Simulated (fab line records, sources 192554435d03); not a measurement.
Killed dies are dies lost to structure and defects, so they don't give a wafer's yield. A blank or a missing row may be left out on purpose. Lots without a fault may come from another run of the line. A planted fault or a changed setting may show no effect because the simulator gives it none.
Split-lot experiment | flow n5_finfet | 7 lots, 21 wafers read, on a route of 1938 steps

THE SPLIT
At N5_FIN_SAQP_COAT_10 (resist thk 90 nm), the setting spin_rpm was moved away from the recipe's 1500 rpm on 10 of the 21 wafers read, by -7.5% to +8.2%. The other wafers ran this setting at the recipe's value.

FROM THE SPLIT TO THE READING: what the file shows between them, 3 steps
- N5_FIN_SAQP_EBR_12
- N5_FIN_SAQP_SOFTBAKE_11: time 60 s
- N5_FIN_SAQP_DESCUM_21: chemistry O2, time 7.9 s

THE READING
CAR-ArF_of_FIN_SAQP_COAT_10.thk_nm (the simulator's own value, which no gauge read), in nm, at N5_FIN_SAQP_ETCH_51 (etches SiARC in CF4, target depth 45.5 nm, time 75.8 s). The file gives no usual value for it. The 11 wafers here that ran the recipe average 50.90 nm, standard deviation 0.21 nm.

wafer  | tool, chamber at the split | spin_rpm as run, rpm | against the recipe | CAR-ArF_of_FIN_SAQP_COAT_10.thk_nm, nm | against lot-mates on the recipe
L075.2 | litho_track-01, 0          | 1388                 | -7.5%              | 54.89                                  | +3.86
L075.3 | litho_track-01, 0          | 1500                 | recipe             | 50.88                                  | -
L075.4 | litho_track-01, 0          | 1500                 | recipe             | 51.17                                  | -
L077.3 | litho_track-01, 0          | 1559                 | +3.9%              | 49.65                                  | -1.62
L077.4 | litho_track-01, 0          | 1500                 | recipe             | 51.27                                  | -
L077.6 | litho_track-01, 0          | 1559                 | +3.9%              | 49.31                                  | -1.96
L080.3 | litho_track-01, 0          | 1500                 | recipe             | 50.82                                  | -
L080.4 | litho_track-01, 0          | 1565                 | +4.3%              | 49.02                                  | -1.80
L080.6 | litho_track-01, 0          | 1565                 | +4.3%              | 49.08                                  | -1.74
L084.1 | litho_track-01, 0          | 1614                 | +7.6%              | 47.73                                  | -3.24
L084.3 | litho_track-01, 0          | 1614                 | +7.6%              | 48.02                                  | -2.95
L084.5 | litho_track-01, 0          | 1500                 | recipe             | 50.97                                  | -
L092.1 | litho_track-01, 0          | 1500                 | recipe             | 51.12                                  | -
L092.3 | litho_track-01, 0          | 1623                 | +8.2%              | 47.49                                  | -3.63
L092.6 | litho_track-01, 0          | 1623                 | +8.2%              | 47.29                                  | -3.83
L095.1 | litho_track-01, 0          | 1500                 | recipe             | 50.6                                   | -
L095.3 | litho_track-01, 0          | 1500                 | recipe             | 50.62                                  | -
L095.6 | litho_track-01, 0          | 1500                 | recipe             | 50.67                                  | -
L096.2 | litho_track-01, 0          | 1500                 | recipe             | 50.89                                  | -
L096.3 | litho_track-01, 0          | 1431                 | -4.6%              | 52.93                                  | +2.02
L096.4 | litho_track-01, 0          | 1500                 | recipe             | 50.92                                  | -

THE FIT
A straight line over all 21 wafers: CAR-ArF_of_FIN_SAQP_COAT_10.thk_nm changes by -0.44 nm for each +1% of spin_rpm; r = -0.99; the points scatter about the line by 0.26 nm.
The same after taking each lot's own level away (the mean of its wafers on the recipe; 21 wafers): -0.451 nm for each +1%; r = -1.00; scatter 0.18 nm.
On that fit, the largest move of spin_rpm shifts the reading by 3.7 nm.
The lots' own levels span 50.630 to 51.270 nm, that is 3.0 times the standard deviation above.
So the lot-to-lot level changes the slope little: the two slopes agree.
Check: with one of the wafers moved furthest among these (+8.2%) left out of the fit, the line predicts -3.63 nm for it against its lot-mates. It came out at -3.63 nm against them.

OTHER SPLITS ON THESE WAFERS
These wafers also went through other splits before the reading. Each is held against what the fit with the lots' levels taken away leaves over:
other split on the same wafers | wafers away from the commonest value | r with CAR-ArF_of_FIN_SAQP_COAT_10.thk_nm (lot level and that fit taken away)
N5_FIN_SAQP_HM_DEP_03 time_s   | 7                                    | -0.33

THE WHOLE CHAIN: every reading that the file lists as answering this split, in the file's order
step                | what it does                                           | reading                                                                             | change (the file's fit)               | r (the file's)
N5_FIN_SAQP_COAT_10 | resist thk 90 nm                                       | CAR-ArF_of_FIN_SAQP_COAT_10.thk_nm (the simulator's own value, which no gauge read) | -0.443 nm for each +1% of the setting | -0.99
N5_FIN_SAQP_ETCH_51 | etches SiARC in CF4, target depth 45.5 nm, time 75.8 s | CAR-ArF_of_FIN_SAQP_COAT_10.thk_nm (the simulator's own value, which no gauge read) | -0.453 nm for each +1% of the setting | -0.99

THE FILE'S OWN FIT
CAR-ArF_of_FIN_SAQP_COAT_10.thk_nm changes by -0.453 nm for each +1% of spin_rpm, r = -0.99.
